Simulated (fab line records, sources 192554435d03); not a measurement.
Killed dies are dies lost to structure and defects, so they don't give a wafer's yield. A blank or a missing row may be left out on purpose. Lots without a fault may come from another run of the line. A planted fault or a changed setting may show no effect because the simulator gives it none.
A struck lot beside a sound one | flow n5_finfet | 43 steps out of a route of 1938
Sound: wafers L797.3, L797.4, L797.5. Struck: wafers L794.2, L794.3, L794.5. The cause comes at the end.
At each step with rows: each side's tool, then ch and its chambers, then its first start. Under that, the readings that differ: sound wafers | struck wafers | difference of the means | sigmas: that difference in standard deviations of wafers without a fault.
alike: readings whose means differ by less than 2 such deviations, and words and numbers that are the same on both sides. not compared: withheld readings, readings that some wafer has no value for, bounds like >300 that may hide the same value, and numbers for which the record gives no deviation and whose values overlap.
The two part at a step that has a row with sigmas, a row that says differs or no value, or rows on one side only. Numbers that don't overlap but have no deviation are shown without sigmas and don't part them. A reading that every wafer of one side lacks parts them only if that side has two wafers or more.

first, 11 steps without rows for these wafers: N5_BEOL_M4_DESCUM_33 (chemistry O2, time 7 s); N5_BEOL_M4_ETCH_77 (etches underlayer in N2/H2, target depth 6.5 nm, time 5.2 s); N5_BEOL_M4_ETCH_69 (etches SiARC in CF4, target depth 15.6 nm, time 26 s); N5_BEOL_M4_ALD_98 (deposits SiO2, target thk 2.5 nm, pulse time 1 s, co reactant pulse time 1 s); N5_BEOL_M4_ETCHBACK_99 (etches SiO2 in CHF3, target depth 5 nm, time 10.4 s); N5_BEOL_M4_ETCH_70 (etches SOC in N2/H2, target depth 80 nm, overetch 24 nm, time 130 s); N5_BEOL_M4_STRIP_71 (strips in N2/H2); N5_BEOL_M4_STRIP_78 (strips in N2/H2); N5_BEOL_M4_VIA_ETCH_34 (etches the open film in C4F6/O2, target depth 69.4 nm, time 65.9 s); N5_BEOL_M4_STRIP_83 (strips in C4F6/O2); N5_BEOL_M4_STRIP_36 (strips in N2/H2).
N5_BEOL_M4_TRENCH_ETCH_37: etches SiOC in C4F6/O2, target depth 55.555 nm, time 29.2 s.
  sound on rie_diel-01 ch 0,2,3, day 13 20:25; struck on rie_diel-03 ch 0,1,3, day 13 07:35
  reading                             | sound             | struck            | difference | sigmas
  run_length_s (s)                    | 52.46 52.42 52.29 | 50.98 50.94 50.79 | -1.49      | -5
  model.BEOL_M4.feature_depth_nm (nm) | 57.8 57.2 57      | 52.4 55 52.8      | -3.9       |
  model.etch.depth_nm (nm)            | 57.78 57.26 56.92 | 52.44 55.05 52.86 | -3.87      |
  alike: drypump_motor_current_A, oes_product_au, rf_vpp_V, showerhead_plenum_p_Torr, throttle_valve_pct
  not compared: rf_hours_counter_h
then, 2 steps without rows for these wafers: N5_BEOL_M4_ETCH_41 (etches SiCN in CH3F/O2, target depth 29.9 nm, time 52.5 s); N5_BEOL_M4_STRIP_97 (strips in N2/H2, time 10 s).
N5_BEOL_M4_OCD_MEAS_38:
  sound on ocd-01, day 13 20:35; struck on ocd-02, day 13 07:44
  reading              | sound          | struck         | difference | sigmas
  trench_depth_nm (nm) | 57.8 57.2 56.9 | 52.2 55.1 52.6 | -4.0       | -4
then, 25 steps without rows for these wafers: N5_BEOL_M4_HM_STRIP_39 (strips TiN in peroxide tin strip, target depth 25 nm, time 158 s); N5_BEOL_M4_SRD_40 (time 30 s); N5_BEOL_M4_PRECLEAN_42 (cleans in residue remover, time 60 s); N5_BEOL_M4_SRD_43 (time 30 s); N5_BEOL_M4_DEGAS_44 (time 60 s); N5_BEOL_M4_PRE_CLEAN_45 (time 30 s); N5_BEOL_M4_ALD_84 (deposits TaN, pulse time 2 s, purge time 3 s, co reactant purge time 2 s); N5_BEOL_M4_SURFACE_TREAT_85; N5_BEOL_M4_CVD_47 (deposits Co from CCTBA/H2, target thk 3 nm, time 223.8 s); N5_BEOL_M4_SPUTTER_48 (material Cu, target thk 4.5 nm, time 8.29 s); N5_BEOL_M4_ANNEAL_49 (time 240 s); N5_BEOL_M4_SPUTTER_79 (material Cu, target thk 4.5 nm, time 8.29 s); N5_BEOL_M4_ANNEAL_80 (time 240 s); N5_BEOL_M4_SPUTTER_81 (material Cu, target thk 4.5 nm, time 8.29 s); N5_BEOL_M4_ANNEAL_82 (time 240 s); N5_BEOL_M4_SPUTTER_86 (material Cu, target thk 4.5 nm, time 8.29 s); N5_BEOL_M4_ANNEAL_87 (time 240 s); N5_BEOL_M4_SPUTTER_88 (material Cu, target thk 4.5 nm, time 8.29 s); N5_BEOL_M4_ANNEAL_89 (time 240 s); N5_BEOL_M4_SPUTTER_90 (material Cu, target thk 4.5 nm, time 8.29 s); N5_BEOL_M4_ANNEAL_91 (time 240 s); N5_BEOL_M4_SPUTTER_92 (material Cu, target thk 4.5 nm, time 8.29 s); N5_BEOL_M4_ANNEAL_93 (time 240 s); N5_BEOL_M4_SPUTTER_94 (material Cu, target thk 4.5 nm, time 8.29 s); N5_BEOL_M4_ANNEAL_95 (time 240 s).
N5_BEOL_M4_CMP_52: polishes, stops on SiOC, t overpolish 6.8 s, target thk 40 nm.
  sound on cmp-03 ch 0,1, day 13 23:59; struck on cmp-02 ch 1,2, day 13 12:11
  reading                                | sound          | struck       | difference | sigmas
  model.Cu_of_BEOL_M4_ECD_50.thk_nm (nm) | 41.2 41.2 41.2 | 34 37.8 34.6 | -6         |
  alike: barrier_field_endpoint_s, motor_current_A, overpolish_run_s, slurry_flow_ml_min, time_to_endpoint_s
N5_BEOL_M4_RC_MEAS_101:
  sound on prober-02 ch 0, day 14 00:53; struck on prober-01 ch 0, day 13 12:56
  reading        | sound             | struck            | difference | sigmas
  DIBL_P (mV/V)  | 38.0 40.0 37.7    | 32.6 33.8 31.9    | -5.8       | -3
  IOFF_N (nA/um) | 0.186 0.218 0.167 | 0.125 0.134 0.133 | -0.060     | -2
  ION_N (uA/um)  | 682 711 698       | 667 661 670       | -31        | -3
  ION_P (uA/um)  | 463 480 474       | 461 449 455       | -17        | -2
  alike: DIBL_N, IOFF_P, SS_N, SS_P, VT_N, VT_P
-- the record jumps here: 4 days lie between the struck wafers' starts before and after (it left off in module BEOL_M4 and takes up again in module PASSIVATION, whose first step shown is number 1936 of the route) --
N5_PASSIVATION_PROBE_49:
  the record has rows for the struck wafers here (prober-02, day 17 20:27) and none for the sound ones

WHERE THEY PART
First at N5_BEOL_M4_TRENCH_ETCH_37; last, within this record, at N5_PASSIVATION_PROBE_49.

WHY: what the simulator had put in
Process parameter drift: rie_diel-03, from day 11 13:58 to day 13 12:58, at N5_BEOL_M4_TRENCH_ETCH_37. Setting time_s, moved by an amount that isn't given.
